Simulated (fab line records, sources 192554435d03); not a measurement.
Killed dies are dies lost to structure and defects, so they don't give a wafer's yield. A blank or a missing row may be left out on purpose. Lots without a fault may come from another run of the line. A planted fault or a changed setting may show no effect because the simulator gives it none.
Which tool did it? | flow n5_finfet | 10 lots, 30 wafers sampled, at 6 steps of a route of 1938

WHAT THE GAUGES READ, wafer by wafer
N5_BEOL_M2_THK_MEAS_01.
lot  | measured     | on            | M2_ILD_THK (nm)
L612 | day 7 08:13  | film_metro-01 | 77.3 77.6 78.8
L615 | day 7 18:14  | film_metro-02 | 77.5 79.5 78.4
L616 | day 8 02:37  | film_metro-01 | 155.7 155.2 158.1
L620 | day 8 23:13  | film_metro-01 | 78.3 79.1 78.3
L621 | day 9 22:05  | film_metro-02 | 155.1 157.9 158.5
L624 | day 10 01:34 | film_metro-01 | 157.0 157.8 157.9
L626 | day 10 14:54 | film_metro-02 | 77.6 76.6 77.5
L628 | day 10 22:59 | film_metro-01 | 77.1 78.6 79.1
L627 | day 11 01:37 | film_metro-01 | 77.7 80.3 78.3
L629 | day 11 07:34 | film_metro-01 | 77.5 78.5 79.2

N5_BEOL_M4_RC_MEAS_101.
lot  | measured     | on        | DIBL_N (mV/V)  | DIBL_P (mV/V)  | IOFF_N (nA/um) | IOFF_P (nA/um) | ION_N (uA/um) | ION_P (uA/um) | SS_N (mV/dec)  | SS_P (mV/dec)  | VT_N (mV)   | VT_P (mV)
L612 | day 9 06:34  | prober-02 | 35.8 37.0 36.3 | 34.5 37.0 37.3 | 0.14 0.16 0.16 | 0.20 0.23 0.24 | 664 664 679   | 457 454 465   | 70.9 72.2 71.7 | 72.5 74.0 73.3 | 252 251 249 | -250 -248 -247
L615 | day 9 12:55  | prober-02 | 34.8 36.2 38.0 | 34.7 36.6 39.7 | 0.15 0.16 0.21 | 0.18 0.20 0.25 | 665 653 689   | 457 450 469   | 71.2 71.5 72.2 | 73.2 73.5 73.8 | 251 250 245 | -251 -252 -249
L620 | day 10 18:54 | prober-01 | 38.3 37.5 37.4 | 37.8 37.4 37.0 | 0.18 0.17 0.17 | 0.20 0.20 0.19 | 662 677 661   | 444 458 447   | 72.8 71.7 72.4 | 74.3 73.9 73.7 | 252 250 252 | -257 -255 -257
L626 | day 13 01:31 | prober-02 | 33.1 34.7 35.3 | 33.5 34.3 36.8 | 0.11 0.13 0.16 | 0.17 0.18 0.21 | 656 653 683   | 454 446 461   | 71.2 72.0 71.8 | 73.2 73.1 73.9 | 253 254 249 | -254 -254 -253
L628 | day 13 09:27 | prober-02 | 36.7 37.1 34.6 | 35.7 36.9 33.0 | 0.17 0.18 0.13 | 0.22 0.24 0.17 | 687 686 673   | 465 468 466   | 71.8 71.6 70.9 | 73.0 73.6 72.4 | 246 248 249 | -250 -247 -253
L627 | day 13 19:37 | prober-02 | 36.5 36.6 37.9 | 35.0 35.6 36.2 | 0.16 0.16 0.18 | 0.22 0.22 0.23 | 678 685 677   | 466 472 468   | 71.7 71.8 72.0 | 72.2 73.8 72.8 | 249 250 250 | -248 -249 -248
L629 | day 13 21:09 | prober-02 | 36.5 37.7 34.7 | 37.3 37.8 34.8 | 0.16 0.18 0.13 | 0.22 0.22 0.18 | 675 683 659   | 468 462 456   | 71.6 71.6 71.2 | 73.4 74.1 73.0 | 249 251 251 | -249 -251 -254

WHICH TOOL RAN EACH LOT (tool, then ch and the chambers of the sampled wafers, then the start)
lot  | N5_BEOL_M1_SPUTTER_92        | N5_BEOL_M1_SPUTTER_94        | N5_BEOL_M2_ILD_DEP_00           | N5_BEOL_M2_PECVD_72
L612 | pvd_sputter-01, day 7 06:16  | pvd_sputter-01, day 7 06:29  | pecvd-03 ch 0,1,2, day 7 08:09  | pecvd-01 ch 0,1,2, day 7 08:15
L615 | pvd_sputter-01, day 7 16:37  | pvd_sputter-01, day 7 16:50  | pecvd-01 ch 1,2, day 7 18:10    | pecvd-02 ch 1,2, day 7 18:16
L616 | pvd_sputter-02, day 8 00:42  | pvd_sputter-02, day 8 00:55  | pecvd-03 ch 0,2, day 8 02:18    | pecvd-01 ch 0,2, day 8 02:38
L620 | pvd_sputter-01, day 8 21:19  | pvd_sputter-01, day 8 21:32  | pecvd-03 ch 1,2, day 8 23:09    | pecvd-01 ch 0,1, day 8 23:16
L621 | pvd_sputter-02, day 9 20:13  | pvd_sputter-02, day 9 20:26  | pecvd-03 ch 0,1, day 9 21:46    | pecvd-03 ch 0,1, day 9 22:07
L624 | pvd_sputter-01, day 9 23:33  | pvd_sputter-01, day 9 23:46  | pecvd-02 ch 0,1, day 10 01:06   | pecvd-02 ch 0, day 10 01:36
L626 | pvd_sputter-03, day 10 13:06 | pvd_sputter-03, day 10 13:19 | pecvd-03 ch 0,1,2, day 10 14:50 | pecvd-01 ch 0,2, day 10 14:56
L628 | pvd_sputter-01, day 10 20:59 | pvd_sputter-01, day 10 21:12 | pecvd-03 ch 0,1,2, day 10 22:55 | pecvd-01 ch 1,2, day 10 23:01
L627 | pvd_sputter-01, day 11 00:00 | pvd_sputter-01, day 11 00:13 | pecvd-03 ch 1,2, day 11 01:33   | pecvd-01 ch 0,1, day 11 01:39
L629 | pvd_sputter-02, day 11 05:57 | pvd_sputter-02, day 11 06:10 | pecvd-02 ch 0,1,2, day 11 07:30 | pecvd-01 ch 0,1,2, day 11 07:36
- N5_BEOL_M1_SPUTTER_92: material Cu, target thk 4.5 nm, time 8.29 s.
- N5_BEOL_M1_SPUTTER_94: material Cu, target thk 4.5 nm, time 8.29 s.
- N5_BEOL_M2_ILD_DEP_00: deposits SiOC from DEMS/O2, target thk 79 nm, time 15.3 s.
- N5_BEOL_M2_PECVD_72: deposits SiO2 from TEOS/O2, target thk 16 nm, time 18 s.

WHAT THE TOOLS THEMSELVES READ (means of the sampled wafers that have a number; where no wafer has one, the mark that the record gives instead)
N5_BEOL_M1_SPUTTER_92.
lot  | tool           | chuck_gas_flow_sccm (sccm) | throttle_valve_pct (%)
L612 | pvd_sputter-01 | 1.26                       | 30.2
L615 | pvd_sputter-01 | 1.27                       | 30.1
L616 | pvd_sputter-02 | 1.24                       | 29.9
L620 | pvd_sputter-01 | 1.22                       | 29.1
L621 | pvd_sputter-02 | 1.26                       | 30.7
L624 | pvd_sputter-01 | 1.21                       | 29.4
L626 | pvd_sputter-03 | 1.26                       | 30.3
L628 | pvd_sputter-01 | 1.21                       | 29.3
L627 | pvd_sputter-01 | 1.26                       | 29.8
L629 | pvd_sputter-02 | 1.27                       | 30.0

N5_BEOL_M1_SPUTTER_94.
lot  | tool           | chuck_gas_flow_sccm (sccm) | throttle_valve_pct (%)
L612 | pvd_sputter-01 | 1.30                       | 30.2
L615 | pvd_sputter-01 | 1.24                       | 30.2
L616 | pvd_sputter-02 | 1.25                       | 30.2
L620 | pvd_sputter-01 | 1.23                       | 29.1
L621 | pvd_sputter-02 | 1.26                       | 30.9
L624 | pvd_sputter-01 | 1.28                       | 29.2
L626 | pvd_sputter-03 | 1.23                       | 30.2
L628 | pvd_sputter-01 | 1.23                       | 29.6
L627 | pvd_sputter-01 | 1.22                       | 29.8
L629 | pvd_sputter-02 | 1.26                       | 29.9

N5_BEOL_M2_ILD_DEP_00.
lot  | tool     | heater_power_w (W) | showerhead_plenum_p_Torr (Torr) | showerhead_vpp_V (V) | throttle_valve_pct (%)
L612 | pecvd-03 | 486                | 5.695                           | 1413                 | 12.1
L615 | pecvd-01 | 443                | 5.691                           | 1407                 | 12.0
L616 | pecvd-03 | 536                | 5.684                           | 1429                 | 11.7
L620 | pecvd-03 | 463                | 5.713                           | 1373                 | 12.3
L621 | pecvd-03 | 515                | 5.689                           | 1466                 | 12.6
L624 | pecvd-02 | 430                | 5.686                           | 1397                 | 12.3
L626 | pecvd-03 | 504                | 5.696                           | 1419                 | 12.0
L628 | pecvd-03 | 510                | 5.690                           | 1383                 | 12.2
L627 | pecvd-03 | 444                | 5.693                           | 1341                 | 11.4
L629 | pecvd-02 | 478                | 5.681                           | 1380                 | 11.7

N5_BEOL_M2_PECVD_72.
lot  | tool     | heater_power_w (W) | showerhead_plenum_p_Torr (Torr) | showerhead_vpp_V (V) | throttle_valve_pct (%)
L612 | pecvd-01 | 734                | 8.78                            | 1336                 | 23.5
L615 | pecvd-02 | 658                | 8.78                            | 1288                 | 23.3
L616 | pecvd-01 | 728                | 8.74                            | 1314                 | 24.3
L620 | pecvd-01 | 733                | 8.76                            | 1317                 | 24.4
L621 | pecvd-03 | 728                | 8.80                            | 1347                 | 24.3
L624 | pecvd-02 | 748                | 8.67                            | 1321                 | 20.8
L626 | pecvd-01 | 662                | 8.77                            | 1312                 | 23.6
L628 | pecvd-01 | 710                | 8.82                            | 1343                 | 22.8
L627 | pecvd-01 | 718                | 8.79                            | 1343                 | 23.5
L629 | pecvd-01 | 711                | 8.79                            | 1326                 | 23.6

THE ANSWER, worked out from the rows above alone
Rule: what is usual is taken from the lots themselves. Put in order of their means at a reading, lots are off if they are a third of the lots or fewer, leave a main group of 4 or more, and stand apart from it by a gap of 3 or more times the standard deviation of the main group's means; of several such gaps the widest counts. A main group whose means are all the same, to the digits that the tables above print for the reading, isn't used. A lot without any number at a reading at which 4 lots or more have one is off too. The other lots that the step has rows for count as sound. The gauges are gone through in route order, then the tools' own readings, and for those a lot's mean is taken as printed above. The first step at which some lot is off is used, and at that step the reading that is off furthest; a lot without a number counts as furthest.
Off: L616, L621, L624, at N5_BEOL_M2_THK_MEAS_01 (M2_ILD_THK). The main group: mean 78.2 nm, standard deviation 0.48.
A tool fits if, at a process step before that reading, it ran every lot that is off, and no sound lot after the first of them. The gauges at N5_BEOL_M2_THK_MEAS_01 are tried like those tools. None of those tried fits.

WHAT THE SIMULATOR HAD PUT IN
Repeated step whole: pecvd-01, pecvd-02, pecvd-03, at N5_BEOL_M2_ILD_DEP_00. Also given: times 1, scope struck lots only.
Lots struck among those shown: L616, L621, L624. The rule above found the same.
